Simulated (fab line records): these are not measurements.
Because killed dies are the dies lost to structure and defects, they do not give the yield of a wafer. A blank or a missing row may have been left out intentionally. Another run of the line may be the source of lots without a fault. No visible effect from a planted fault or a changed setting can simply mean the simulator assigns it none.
fab line records | flow n5_finfet
record: lots: 5 | wafers: 15 | last_day: 17
route steps=1938 shown BEOL_M1@808 BEOL_M2@841 PASSIVATION@1936
lots that met no fault: taken from a fault-free run of the same line
start_h: the number of hours between the record's first day and the start of the first shown wafer of the lot | wait_h: hours since the lot's step before | " identical to the entry in the row above | L1.1+2: one row covering several wafers at once | - no value, or no start given | * or withheld: withheld | < > ~ a bound
route shown NAME@n: NAME is a module with steps in the file, n the number in the route of the first one | usual: mean and standard deviation over wafers with no fault | same: alike in all rows | chamber/n: place in a boat | sites: each site's reading | _std_site: standard deviation across them | _edge_site: outer sites' mean less inner sites' | radius_mm: how far each site lies from the wafer's centre | mask NAME#n: copy n | behind: the most recent tool/chamber to have shaped the wafer | hold: reason for holding the lot/hours on hold/outcome of the hold | device: which transistor (n, p or np) failed to switch | end of line: at the end of the route, the tests of the same wafers | a step with no rows: only its recipe | killed: at the first sort, the dies lost to defects and structure; wafer yield is something else | map: shows each die of a wafer: x if killed, . if not, _ if none is there
set.NAME: the setting the step ran with; set.NAME@STEP: the setting that earlier step ran with | model.NAME: the simulator's own value behind a step, which no gauge read
lots at selected steps of the route; one table per step, one row per wafer
services: a tool's chamber out of use, with start hour (start_h, from the record's first day; less than 0 if before it), hours out, and reason
== steps ==
step: N5_BEOL_M1_CD_MEAS_35
recipe: target_cd_nm: 18 | target_cd_y_nm: 21 | polarity: opening
usual: cd_nm: 18.0/0.31
lot.wafer | tool      | chamber | start_h | wait_h | cd_nm
L265.1    | cd_sem-01 | -       | 129.14  | 0.0    | 18.3
L265.5    | "         | -       | "       | "      | 17.9
L265.6    | "         | -       | "       | "      | 18.2
L266.4    | cd_sem-03 | -       | 129.19  | 0.0    | 18.0
L266.5    | "         | -       | "       | "      | 17.7
L266.6    | "         | -       | "       | "      | 18.3
L274.1    | cd_sem-01 | -       | 182.53  | 0.0    | 17.9
L274.2    | "         | -       | "       | "      | 18.6
L274.6    | "         | -       | "       | "      | 17.9
L283.4    | cd_sem-01 | -       | 231.49  | 0.0    | 17.8
L283.5    | "         | -       | "       | "      | 18.7
L283.6    | "         | -       | "       | "      | 18.6
L284.1    | cd_sem-03 | -       | 237.69  | 0.0    | 18.1
L284.2    | "         | -       | "       | "      | 17.9
L284.4    | "         | -       | "       | "      | 17.9
step: N5_BEOL_M1_DEGAS_44
recipe: ambient: vacuum | temp_c: 250 | time_s: 60
step: N5_BEOL_M1_PRE_CLEAN_45
recipe: gas: H2/He | time_s: 30 | temp_c: 250
step: N5_BEOL_M1_ALD_84
recipe: material: TaN | target_thk_a: * | temp_c: 275 | ald_precursor_family: PDMAT | ald_co_reactant: NH3 | pressure_torr: 3 | carrier_flow_sccm: 1500 | pulse_time_s: 2 | purge_time_s: 3 | co_reactant_purge_time_s: 2 | co_reactant_pulse_time_s: 3 | ald_cycles: 30 | precursor_vessel_temp_c: 75 | precursor_vessel_pressure_torr: 26.25 | precursor_vessel_carrier_sccm: 1000
step: N5_BEOL_M1_SURFACE_TREAT_85
recipe: gas: Ar | time_s: * | ion_energy_ev: * | ion_current_ma_cm2: 0.5 | pressure_mtorr: * | ar_flow_sccm: 30
usual: pressure_mtorr: * | throttle_valve_pct: *
lot.wafer | tool           | chamber | start_h | wait_h | pressure_mtorr | throttle_valve_pct
L265.1    | pvd_sputter-01 | -       | 129.76  | 0.2    | *              | *
L265.5    | "              | -       | "       | "      | *              | *
L265.6    | "              | -       | "       | "      | *              | *
L266.4    | pvd_sputter-02 | -       | 129.77  | 0.2    | *              | *
L266.5    | "              | -       | "       | "      | *              | *
L266.6    | "              | -       | "       | "      | *              | *
L274.1    | pvd_sputter-01 | -       | 183.22  | 0.2    | *              | *
L274.2    | "              | -       | "       | "      | *              | *
L274.6    | "              | -       | "       | "      | *              | *
L283.4    | pvd_sputter-01 | -       | 232.02  | 0.1    | *              | *
L283.5    | "              | -       | "       | "      | *              | *
L283.6    | "              | -       | "       | "      | *              | *
L284.1    | pvd_sputter-01 | -       | 238.82  | 0.2    | *              | *
L284.2    | "              | -       | "       | "      | *              | *
L284.4    | "              | -       | "       | "      | *              | *
step: N5_BEOL_M1_CVD_47
recipe: material: Co | target_thk_a: 30 | temp_c: withheld | precursor: CCTBA/H2 | pressure_torr: 30 | time_s: 223.8
step: N5_BEOL_M1_SPUTTER_48
recipe: material: Cu | target_thk_a: 45 | temp_c: -20 | chamber_pressure_pa: 0.07 | power_w: withheld | time_s: 8.29
step: N5_BEOL_M1_ANNEAL_49
recipe: temp_c: 400 | time_s: 240 | ambient: vacuum
step: N5_BEOL_M1_SPUTTER_79
recipe: material: Cu | target_thk_a: 45 | temp_c: -20 | chamber_pressure_pa: 0.07 | power_w: withheld | time_s: 8.29
step: N5_BEOL_M1_ANNEAL_80
recipe: temp_c: 400 | time_s: 240 | ambient: vacuum
step: N5_BEOL_M1_SPUTTER_81
recipe: material: Cu | target_thk_a: 45 | temp_c: -20 | chamber_pressure_pa: 0.07 | power_w: withheld | time_s: 8.29
step: N5_BEOL_M1_ANNEAL_82
recipe: temp_c: 400 | time_s: 240 | ambient: vacuum
usual: heater_power_w: 850/97
lot.wafer | tool           | chamber | start_h | wait_h | heater_power_w
L265.1    | pvd_sputter-03 | -       | 130.62  | 0.0    | 706
L265.5    | "              | -       | "       | "      | 855
L265.6    | "              | -       | "       | "      | 718
L266.4    | pvd_sputter-02 | -       | 130.76  | 0.0    | 886
L266.5    | "              | -       | "       | "      | 865
L266.6    | "              | -       | "       | "      | 771
L274.1    | pvd_sputter-02 | -       | 185.12  | 0.0    | 781
L274.2    | "              | -       | "       | "      | 883
L274.6    | "              | -       | "       | "      | 988
L283.4    | pvd_sputter-01 | -       | 232.90  | 0.0    | 787
L283.5    | "              | -       | "       | "      | 831
L283.6    | "              | -       | "       | "      | 705
L284.1    | pvd_sputter-01 | -       | 239.68  | 0.0    | 693
L284.2    | "              | -       | "       | "      | 857
L284.4    | "              | -       | "       | "      | 852
step: N5_BEOL_M1_SPUTTER_86
recipe: material: Cu | target_thk_a: 45 | temp_c: -20 | chamber_pressure_pa: 0.07 | power_w: withheld | time_s: 8.29
usual: chuck_sensor_temp_C: -15.9/0.52 | substrate_temp_c: -19.99/0.1 | throttle_valve_pct: 30.3/1.3
lot.wafer | tool           | chamber | start_h | wait_h | chuck_sensor_temp_C | substrate_temp_c | throttle_valve_pct
L265.1    | pvd_sputter-03 | -       | 130.76  | 0.1    | -14.6               | -19.96           | 30.8
L265.5    | "              | -       | "       | "      | -15.5               | -20.05           | 29.0
L265.6    | "              | -       | "       | "      | -14.8               | -19.78           | 31.1
L266.4    | pvd_sputter-02 | -       | 130.90  | 0.1    | -16.2               | -19.93           | 27.9
L266.5    | "              | -       | "       | "      | -16.2               | -20.02           | 28.0
L266.6    | "              | -       | "       | "      | -16.1               | -19.87           | 30.1
L274.1    | pvd_sputter-02 | -       | 185.26  | 0.1    | -16.1               | -20.00           | 30.1
L274.2    | "              | -       | "       | "      | -16.2               | -20.12           | 28.0
L274.6    | "              | -       | "       | "      | -15.6               | -20.01           | 30.7
L283.4    | pvd_sputter-01 | -       | 233.04  | 0.1    | -15.9               | -19.88           | 29.9
L283.5    | "              | -       | "       | "      | -15.4               | -19.87           | 30.6
L283.6    | "              | -       | "       | "      | -17.0               | -19.97           | 29.7
L284.1    | pvd_sputter-01 | -       | 239.82  | 0.1    | -17.0               | -19.97           | 29.8
L284.2    | "              | -       | "       | "      | -15.8               | -20.09           | 30.8
L284.4    | "              | -       | "       | "      | -15.4               | -20.02           | 30.8
step: N5_BEOL_M1_ANNEAL_87
recipe: temp_c: 400 | time_s: 240 | ambient: vacuum
step: N5_BEOL_M1_SPUTTER_88
recipe: material: Cu | target_thk_a: 45 | temp_c: -20 | chamber_pressure_pa: 0.07 | power_w: withheld | time_s: 8.29
usual: chuck_sensor_temp_C: -15.9/0.52 | substrate_temp_c: -19.99/0.11 | throttle_valve_pct: 30.3/1.2
lot.wafer | tool           | chamber | start_h | wait_h | chuck_sensor_temp_C | substrate_temp_c | throttle_valve_pct
L265.1    | pvd_sputter-03 | -       | 130.98  | 0.1    | -14.7               | -19.89           | 31.0
L265.5    | "              | -       | "       | "      | -15.9               | -20.09           | 28.8
L265.6    | "              | -       | "       | "      | -14.8               | -19.98           | 31.1
L266.4    | pvd_sputter-02 | -       | 131.12  | 0.1    | -16.1               | -20.04           | 28.1
L266.5    | "              | -       | "       | "      | -16.2               | -20.01           | 27.8
L266.6    | "              | -       | "       | "      | -16.1               | -20.02           | 30.2
L274.1    | pvd_sputter-02 | -       | 185.48  | 0.1    | -16.2               | -20.04           | 30.2
L274.2    | "              | -       | "       | "      | -15.9               | -19.98           | 28.2
L274.6    | "              | -       | "       | "      | -15.6               | -20.16           | 30.4
L283.4    | pvd_sputter-01 | -       | 233.26  | 0.1    | -15.7               | -20.14           | 29.6
L283.5    | "              | -       | "       | "      | -15.4               | -19.99           | 30.3
L283.6    | "              | -       | "       | "      | -17.1               | -19.98           | 29.5
L284.1    | pvd_sputter-01 | -       | 240.04  | 0.1    | -17.0               | -20.06           | 29.6
L284.2    | "              | -       | "       | "      | -15.7               | -20.04           | 30.7
L284.4    | "              | -       | "       | "      | -15.4               | -20.01           | 30.5
step: N5_BEOL_M1_ANNEAL_89
recipe: temp_c: 400 | time_s: 240 | ambient: vacuum
usual: heater_power_w: 851/95
lot.wafer | tool           | chamber | start_h | wait_h | heater_power_w
L265.1    | pvd_sputter-03 | -       | 131.06  | 0.0    | 724
L265.5    | "              | -       | "       | "      | 855
L265.6    | "              | -       | "       | "      | 718
L266.4    | pvd_sputter-02 | -       | 131.20  | 0.0    | 868
L266.5    | "              | -       | "       | "      | 865
L266.6    | "              | -       | "       | "      | 793
L274.1    | pvd_sputter-02 | -       | 185.56  | 0.0    | 809
L274.2    | "              | -       | "       | "      | 859
L274.6    | "              | -       | "       | "      | 984
L283.4    | pvd_sputter-01 | -       | 233.34  | 0.0    | 815
L283.5    | "              | -       | "       | "      | 884
L283.6    | "              | -       | "       | "      | 688
L284.1    | pvd_sputter-01 | -       | 240.12  | 0.0    | 695
L284.2    | "              | -       | "       | "      | 880
L284.4    | "              | -       | "       | "      | 863
step: N5_BEOL_M1_SPUTTER_90
recipe: material: Cu | target_thk_a: 45 | temp_c: -20 | chamber_pressure_pa: 0.07 | power_w: withheld | time_s: 8.29
step: N5_BEOL_M1_ANNEAL_91
recipe: temp_c: 400 | time_s: 240 | ambient: vacuum
step: N5_BEOL_M1_SPUTTER_92
recipe: material: Cu | target_thk_a: 45 | temp_c: -20 | chamber_pressure_pa: 0.07 | power_w: withheld | time_s: 8.29
step: N5_BEOL_M1_ANNEAL_93
recipe: temp_c: 400 | time_s: 240 | ambient: vacuum
step: N5_BEOL_M1_SPUTTER_94
recipe: material: Cu | target_thk_a: 45 | temp_c: -20 | chamber_pressure_pa: 0.07 | power_w: withheld | time_s: 8.29
step: N5_BEOL_M1_ANNEAL_95
recipe: temp_c: 400 | time_s: 240 | ambient: vacuum
step: N5_BEOL_M1_SPUTTER_96
recipe: material: Cu | target_thk_a: 45 | temp_c: -20 | chamber_pressure_pa: 0.07 | power_w: withheld | time_s: 8.29
step: N5_BEOL_M1_ECD_50
recipe: material: Cu | target_thk_a: 3000
step: N5_BEOL_M1_ANNEAL_51
recipe: temp_c: 225 | time_s: 90 | ambient: N2
step: N5_BEOL_M1_CMP_52
recipe: stop_on: SiOC | t_overpolish_s: 6.8 | down_force_psi: 1 | platen_rpm: 50 | clearing_platen_down_force_psi: 1.5 | clearing_platen_rpm: 50 | post_cmp_clean: cu_alkaline | target_thk_nm: 40 | clearing_platen_pad_velocity_m_s: 0.99484 | pad_velocity_m_s: 0.99484
usual: barrier_field_endpoint_s: 24.9/0.53 | clearing_platen_down_force_psi: 1.500/0.0032 | motor_current_A: 5.9/0.72 | overpolish_run_s: 6.799/0.0087 | time_to_endpoint_s: 63.4/2.3
lot.wafer | tool   | chamber | start_h | wait_h | barrier_field_endpoint_s | clearing_platen_down_force_psi | motor_current_A | overpolish_run_s | time_to_endpoint_s
L265.1    | cmp-02 | 3       | 132.35  | 0.3    | 25.1                     | 1.501                          | 6.0             | 6.799            | 66.3
L265.5    | "      | 3       | "       | "      | 25.6                     | 1.501                          | 6.0             | 6.800            | 68.0
L265.6    | "      | 0       | "       | "      | 26.1                     | 1.503                          | 6.0             | 6.801            | 65.9
L266.4    | cmp-04 | 0       | 132.67  | 0.2    | 24.6                     | 1.505                          | 5.4             | 6.802            | 62.3
L266.5    | "      | 3       | "       | "      | 24.4                     | 1.498                          | 4.5             | 6.794            | 60.4
L266.6    | "      | 0       | "       | "      | 25.2                     | 1.505                          | 5.6             | 6.794            | 65.9
L274.2    | cmp-02 | 2       | 186.85  | 0.2    | 24.4                     | 1.505                          | 6.0             | 6.804            | 60.1
L274.1    | "      | 0       | "       | "      | 24.3                     | 1.500                          | 6.5             | 6.795            | 60.7
L274.6    | "      | 2       | "       | "      | 24.6                     | 1.501                          | 5.9             | 6.802            | 61.2
L283.4    | cmp-01 | 2       | 234.71  | 0.2    | 23.7                     | 1.499                          | 6.4             | 6.787            | 61.0
L283.6    | "      | 0       | "       | "      | 25.0                     | 1.498                          | 6.7             | 6.798            | 63.4
L283.5    | "      | 1       | "       | "      | 24.9                     | 1.500                          | 6.4             | 6.800            | 66.5
L284.4    | cmp-01 | 1       | 241.41  | 0.1    | 24.5                     | 1.497                          | 6.5             | 6.806            | 63.4
L284.1    | "      | 3       | "       | "      | 25.1                     | 1.501                          | 5.2             | 6.810            | 66.1
L284.2    | "      | 0       | "       | "      | 24.7                     | 1.498                          | 6.6             | 6.779            | 65.4
step: N5_BEOL_M1_PRE_CLEAN_60
recipe: gas: NH3/H2 | time_s: 15 | temp_c: * | rf_power_w: 300
step: N5_BEOL_M1_CO_CAP_55
recipe: material: Co | target_thk_a: 20 | temp_c: 200 | precursor: CCTBA/H2 | pressure_torr: 30 | time_s: 102.1
step: N5_BEOL_M1_PRE_CLEAN_56
recipe: gas: NH3 | time_s: 15 | temp_c: withheld | rf_power_w: 300
step: N5_BEOL_M1_DEP_57
recipe: material: SiCN | target_thk_a: 80 | temp_c: withheld | precursor: 3MS/NH3 | pressure_torr: 3 | rf_w: 202 | time_s: 14
step: N5_BEOL_M1_RS_MEAS_58
recipe: thk_meas_gauge: four-point-probe | reads: Co_of_BEOL_M1_CO_CAP_55+Cu_of_BEOL_M1_ECD_50+Co_of_BEOL_M1_CVD_47+TaN_of_BEOL_M1_ALD_84
usual: M1_RS: 0.66/0.031
lot.wafer | tool          | chamber | start_h | wait_h | M1_RS[ohm/sq]
L265.1    | film_metro-02 | -       | 132.96  | 0.0    | 0.67
L265.5    | "             | -       | "       | "      | 0.67
L265.6    | "             | -       | "       | "      | 0.64
L266.4    | film_metro-02 | -       | 133.25  | 0.0    | 0.62
L266.5    | "             | -       | "       | "      | 0.65
L266.6    | "             | -       | "       | "      | 0.62
L274.1    | film_metro-02 | -       | 187.41  | 0.0    | 0.68
L274.2    | "             | -       | "       | "      | 0.70
L274.6    | "             | -       | "       | "      | 0.70
L283.4    | film_metro-02 | -       | 235.22  | 0.1    | 0.67
L283.5    | "             | -       | "       | "      | 0.64
L283.6    | "             | -       | "       | "      | 0.65
L284.1    | film_metro-01 | -       | 241.97  | 0.0    | 0.68
L284.2    | "             | -       | "       | "      | 0.68
L284.4    | "             | -       | "       | "      | 0.64
step: N5_BEOL_M2_ILD_DEP_00
recipe: material: SiOC | target_thk_a: 790 | temp_c: 350 | precursor: DEMS/O2 | pressure_torr: 5 | rf_w: 500 | time_s: 15.3
step: N5_BEOL_M2_THK_MEAS_01
recipe: reads: SiOC_of_BEOL_M2_ILD_DEP_00
usual: M2_ILD_THK: 78.4/0.9
lot.wafer | tool          | chamber | start_h | wait_h | M2_ILD_THK[nm]
L265.1    | film_metro-01 | -       | 133.09  | 0.0    | 77.5
L265.5    | "             | -       | "       | "      | 78.7
L265.6    | "             | -       | "       | "      | 78.4
L266.4    | film_metro-02 | -       | 133.38  | 0.0    | 78.9
L266.5    | "             | -       | "       | "      | 78.3
L266.6    | "             | -       | "       | "      | 78.8
L274.1    | film_metro-02 | -       | 187.54  | 0.0    | 78.6
L274.2    | "             | -       | "       | "      | 77.8
L274.6    | "             | -       | "       | "      | 79.6
L283.4    | film_metro-02 | -       | 235.37  | 0.1    | 78.6
L283.5    | "             | -       | "       | "      | 77.6
L283.6    | "             | -       | "       | "      | 78.6
L284.1    | film_metro-01 | -       | 242.10  | 0.0    | 77.6
L284.2    | "             | -       | "       | "      | 77.0
L284.4    | "             | -       | "       | "      | 78.0
step: N5_BEOL_M2_PECVD_72
recipe: material: SiO2 | target_thk_a: 160 | temp_c: 400 | precursor: TEOS/O2 | pressure_torr: 5.5 | rf_w: 450 | teos_flow_sccm: 53.8 | gas: O2 | flow_sccm: 3000 | time_s: 18
step: N5_BEOL_M2_HM_DEP_02
recipe: material: TiN | target_thk_a: 200 | temp_c: 25 | chamber_pressure_pa: 0.49996
step: N5_BEOL_M2_COAT_61
recipe: resist: SOC | temp_c: 250 | time_s: 60 | spin_rpm: 1500 | resist_thk_nm: 60
step: N5_BEOL_M2_COAT_62
recipe: resist: SiARC | temp_c: 220 | time_s: 60 | spin_rpm: 1500 | resist_thk_nm: 12
step: N5_BEOL_M2_COAT_73
recipe: resist: underlayer | temp_c: 205 | time_s: 60 | spin_rpm: 1500 | resist_thk_nm: 5
step: N5_BEOL_M2_COAT_05
recipe: resist: CAR-EUV | spin_rpm: 1500 | resist_thk_nm: 30
step: N5_BEOL_M2_EBR_07
recipe: solvent: PGMEA | ebr_width_mm: 1.5
step: N5_PASSIVATION_PROBE_49
usual: defect_limited_yield: 91.4/1.6 | killed_at_M0_to_M3: 34/12 | killed_at_M4_up: 13/5.2 | killed_at_contacts: 11/5.5 | killed_at_front_end: 40/13 | killed_at_other: 3.4/2.7 | killed_dies: 102/19 | killed_open: 66/15 | killed_short: 33/7.9 | sort_bin_5_function: 5.1/1.1 | sort_bin_6_memory: 3.2/0.7 | sort_n_pass: 1078/19 | sort_yield_pct: 91.4/1.6
same: gross_dies: 1180 | killed_at_back_side: 0 | sort_bin_4_leakage[%]: 0 | sort_bin_8_speed[%]: 0
lot.wafer | tool      | chamber | start_h | wait_h | defect_limited_yield[%] | killed_at_M0_to_M3 | killed_at_M4_up | killed_at_contacts | killed_at_front_end | killed_at_other | killed_dies | killed_open | killed_short | sort_bin_5_function[%] | sort_bin_6_memory[%] | sort_n_pass | sort_yield_pct[%]
L265.1    | prober-01 | -       | 267.53  | 0.1    | 90.7                    | 48                 | 8               | 15                 | 34                  | 5               | 110         | 59          | 46           | 5.9                    | 2.7                  | 1070        | 90.7
L265.5    | prober-01 | -       | 267.73  | 0.3    | 91.4                    | 36                 | 20              | 8                  | 31                  | 6               | 101         | 66          | 31           | 4.9                    | 3.2                  | 1079        | 91.4
L265.6    | prober-01 | -       | 267.78  | 0.3    | 91.1                    | 50                 | 18              | 6                  | 29                  | 2               | 105         | 64          | 38           | 5.6                    | 2.9                  | 1075        | 91.1
L266.4    | prober-01 | -       | 273.00  | 0.2    | 91.9                    | 35                 | 12              | 11                 | 31                  | 6               | 95          | 56          | 36           | 5.3                    | 2.5                  | 1085        | 91.9
L266.5    | prober-01 | -       | 273.05  | 0.2    | 90.5                    | 20                 | 13              | 18                 | 54                  | 7               | 112         | 76          | 33           | 5.6                    | 3.6                  | 1068        | 90.5
L266.6    | prober-01 | -       | 273.10  | 0.3    | 93.7                    | 21                 | 12              | 8                  | 29                  | 4               | 74          | 50          | 22           | 2.9                    | 3.1                  | 1106        | 93.7
L274.1    | prober-02 | -       | 328.00  | 0.0    | 82.0                    | 156                | 9               | 6                  | 40                  | 1               | 212         | 71          | 26           | 11.4                   | 4.2                  | 968         | 82.0
killed by level:class
L265.1 BEOL_M0_SAQP:geometric_particle:open=19 MOL_CONTACT_COAG:geometric_particle:open=12 FIN_SAQP:geometric_particle:short=10 BEOL_M0_SAQP:geometric_particle:short=10 BEOL_M3:geometric_particle:short=6 BEOL_M3:geometric_particle:open=4 DUMMY_GATE:geometric_particle:open=3 SDB:geometric_particle:short=3
L265.5 MOL_CONTACT_COAG:geometric_particle:open=8 BEOL_M2:geometric_particle:open=8 BEOL_M0_SAQP:geometric_particle:open=7 BEOL_M4:geometric_particle:open=7 BEOL_M0_SAQP:geometric_particle:short=5 BEOL_M3:geometric_particle:open=5 STI_FIN_REVEAL:geometric_particle:open=4 BEOL_M0:geometric_particle:open=4
L265.6 BEOL_M0_SAQP:geometric_particle:open=13 BEOL_M2:geometric_particle:open=12 BEOL_M0_SAQP:geometric_particle:short=10 STARTING-WAFER:geometric_particle:short=7 FIN_SAQP:geometric_particle:open=5 DUMMY_GATE:geometric_particle:open=5 BEOL_M1:geometric_particle:open=4 BEOL_M3:geometric_particle:open=4
L266.4 STI_FIN_REVEAL:geometric_particle:open=12 BEOL_M0_SAQP:geometric_particle:short=11 MOL_CONTACT_COAG:geometric_particle:open=9 BEOL_M2:geometric_particle:open=8 DUMMY_GATE:geometric_particle:open=6 BEOL_M1:geometric_particle:open=5 STARTING-WAFER:geometric_particle:short=5 BEOL_M5:geometric_particle:short=4
L266.5 STI_FIN_REVEAL:geometric_particle:open=26 MOL_CONTACT_COAG:geometric_particle:open=13 FIN_SAQP:geometric_particle:open=7 FIN_SAQP:geometric_particle:short=6 BEOL_M4:geometric_particle:open=6 BEOL_M0_SAQP:geometric_particle:short=4 BEOL_M3:geometric_particle:open=4 BEOL_M0_SAQP:geometric_particle:open=4
L266.6 STI_FIN_REVEAL:geometric_particle:open=10 BEOL_M0_SAQP:geometric_particle:open=7 GATE_CUT:geometric_particle:short=6 MOL_CONTACT_COAG:geometric_particle:open=6 BEOL_M0_SAQP:geometric_particle:short=6 BEOL_M2:geometric_particle:open=4 BEOL_M4:geometric_particle:open=4 BEOL_M5:geometric_particle:open=4
L274.1 BEOL_M1:unspecified=114 FIN_SAQP:geometric_particle:short=13 BEOL_M2:geometric_particle:open=12 STI_FIN_REVEAL:geometric_particle:open=9 BEOL_M1:geometric_particle:open=9 BEOL_M3:geometric_particle:open=8 MOL_CONTACT_COAG:geometric_particle:open=6 FIN_SAQP:geometric_particle:open=5
map L274.1 (x killed, . not)
_________________............________________
______________.................._____________
___________................xx...x..__________
__________..x.x.....x.....x........._________
________.............................._______
_______...x.x........x......x..........______
______x........................x........_____
_____.............x.........x..x.x.......____
____......x...........................xx..___
___.............x..x...x....xx...xx..x.....__
___..x..........xx..x........x......x......__
__..........x.x..x.........................._
__...........x...x...x........x.x....x......_
_...................x.....x..................
_......x..........x............x........x...x
_.x......x...........x.xxx...................
_................x.xxxxx..x.x.x........x.....
_xx.......x......xxxxxxxxxx.x.x...........x.x
_.x.............xxxxxxxxxxx..........x...x...
_x..........x..xxxxxxxxxxxxx................x
_.....x......x.xxxxxxxxxxxxx.................
__...........xxxxxxxxxxxxx.xxx.............._
__....x......x.xxxxxxxxxxx.x.x....x........._
___xx..........xxxxxxxxxx.x..x.............__
___.x....x....xxx.xxxxx.x.xx...........x...__
____...x.........x.xxxxx.....x............___
_____..........x.x...x........xx.........____
______..............................x..._____
_______....................x...........______
________.........xx................x.._______
__________........x................._________
___________...........x............__________
______________x............x...._____________
_________________...x......x.________________
map L266.5 (x killed, . not)
_________________.....x.x....________________
______________..x........x......_____________
___________....x..x................__________
__________......x.....x...x........._________
________.....x................x....x.._______
_______..xx...x..x...xx.....xxx..x.....______
______..x....x........x.x.......x......._____
_____........................x...........____
____..x.....x..x........xx..............x.___
___..x.....................x......x....x.x.__
___.......x.........x..x........x.......xxx__
__...x..........x...........x..............._
__.......x..............x.x..........xx....._
_.......x....................x...............
_.........xx.......x...x....................x
_...................................x...x....
_.......................x....................
_................x......x.....x..xx......x...
_....................x...x....x..............
_.................x......x...................
_................................x...........
__..........................x..............._
__......x..x.....x.................x........_
___...............................x.x......__
___.x...x.......................x.x........__
____.......x.............x............x..x___
_____........x....x.............x........____
______.....................x............_____
_______...x................x...........______
________...x.........x..........x....._______
__________.....xx..x.............x.._________
___________..x........x..........x.__________
______________.....x.........xx._____________
_________________.x........x.________________
== services ==
tool           | chamber | start_h | hours | kind
pvd_sputter-03 | -       | 134.61  | 4.0   | repair
cmp-02         | -       | 150.80  | 4.0   | pm
cmp-02         | -       | 154.80  | -     | consumable_replace:conditioner
cmp-02         | -       | 154.80  | -     | consumable_replace:pad
cmp-02         | -       | 215.18  | 2.3   | repair
cmp-01         | -       | 230.12  | 0.3   | repair
cmp-04         | -       | 232.23  | 4.0   | pm
cmp-04         | -       | 236.23  | -     | consumable_replace:conditioner
cmp-04         | -       | 236.23  | -     | consumable_replace:pad
== key ==
first_sign: step: N5_PASSIVATION_PROBE_49 | reading: killed_at_M0_to_M3 | direction: up | sigmas: 10 | usual: 34 | struck: 156
effect: step: N5_PASSIVATION_PROBE_49 | reading: defect_limited_yield | direction: down | sigmas: 5.7 | usual: 91.4 | struck: 82.0
more_kills_born_at: N5_BEOL_M1_SPUTTER_86@pvd_sputter-02: 114
met_at N5_BEOL_M1_SPUTTER_86
struck_wafers L274.1
onset_between 130.90 185.26
fault: kind: chamber_particle_source | tool: pvd_sputter-02 | chamber: - | onset_h: 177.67 | steps: N5_BEOL_M1_SPUTTER_86 | rate_per_visit_cm2: 0.87661 | end_h: 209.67 | scope: struck_wafers_only
